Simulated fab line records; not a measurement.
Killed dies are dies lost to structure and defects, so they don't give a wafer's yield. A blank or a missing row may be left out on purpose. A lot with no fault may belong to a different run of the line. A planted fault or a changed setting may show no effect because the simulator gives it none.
Comparing a struck lot with a sound one + flow nand harc + 14 steps out of a route of 1302
Sound: the wafers L941.1, L941.2, L941.5. The struck wafers were L954.2, L954.3, L954.4. At the end, the cause is stated.
Each step with rows lists, per side, the tool, then ch with its chambers, then its first start. Under that, the readings that differ: sound wafers + struck wafers + difference of the means + sigmas: that difference in standard deviations of wafers without a fault.
alike: readings whose means differ by less than 2 such deviations, and words and numbers that are the same on both sides. not compared: withheld readings, readings that some wafer has no value for, bounds like >300 that may hide the same value, and numbers for which the record gives no deviation and whose values overlap.
Wherever a step has rows on one side only, a row that says differs or no value, or a row with sigmas, the two part there. When numbers do not overlap yet have no deviation, they are printed without sigmas and do not part them. Lack of a reading on every wafer of one side parts them only where that side has two or more wafers.

first, 4 steps without rows for these wafers: NHARC_P_GATE_EBR_07; NHARC_P_GATE_EXPOSE_08 (exposes mask P HV); NHARC_P_GATE_PEB_09 (peb time 85 s); NHARC_P_GATE_DEVELOP_10 (time 70 s).
NHARC_P_GATE_CD_MEAS_11 targets a cd of 1640 nm.
  sound on cd sem-03 ch 0, day 5 15:59; struck on cd sem-03 ch 0, day 10 23:04
| reading    | sound                | struck               | difference | sigmas |
|------------|----------------------|----------------------|------------|--------|
| cd nm (nm) | 1634.2 1637.0 1636.2 | 1638.6 1640.2 1640.7 | +4.0       | +2     |
then, 1 step without rows for these wafers: NHARC_P_GATE_HARDBAKE_12 (time 80 s).
NHARC_P_GATE_DESCUM_13: chemistry O2, time 3 s.
  sound on rie diel-05 ch 1,2,3, day 5 16:10; struck on rie diel-03 ch 0,1,3, day 10 23:13
  alike: drypump motor current A, oes product au, rf vpp V, showerhead plenum p Torr, throttle valve pct
  not compared: rf hours counter h
then, 5 steps without rows for these wafers: NHARC_P_GATE_ETCH_14 (etches SiO2 in dHF, target depth 48.8 nm); NHARC_P_GATE_STRIP_15 (strips in SPM, time 780 s); NHARC_P_GATE_PRECLEAN_71 (cleans in SC1); NHARC_P_GATE_SRD_72; NHARC_P_GATE_OXIDE_16 (material SiO2, target thk 3 nm, ox time 392 s).
NHARC_P_GATE_CVD_17: deposits poly-Si, target thk 150 nm, time 900 s.
  sound on lpcvd poly-03 ch 0, day 6 02:11; struck on lpcvd poly-01 ch 0, day 11 12:43
NHARC_P_GATE_HM_DEP_102: deposits aC, target thk 120 nm.
  sound on acl dep-01 ch 0, day 6 04:44; struck on acl dep-03 ch 0, day 11 17:26
  alike: throttle valve pct

WHERE THEY PART
Within this record, at NHARC_P_GATE_CD_MEAS_11 only. Later steps at which nothing parts them and some readings are alike: NHARC_P_GATE_DESCUM_13, NHARC_P_GATE_HM_DEP_102.

WHY: the cause the simulator had injected
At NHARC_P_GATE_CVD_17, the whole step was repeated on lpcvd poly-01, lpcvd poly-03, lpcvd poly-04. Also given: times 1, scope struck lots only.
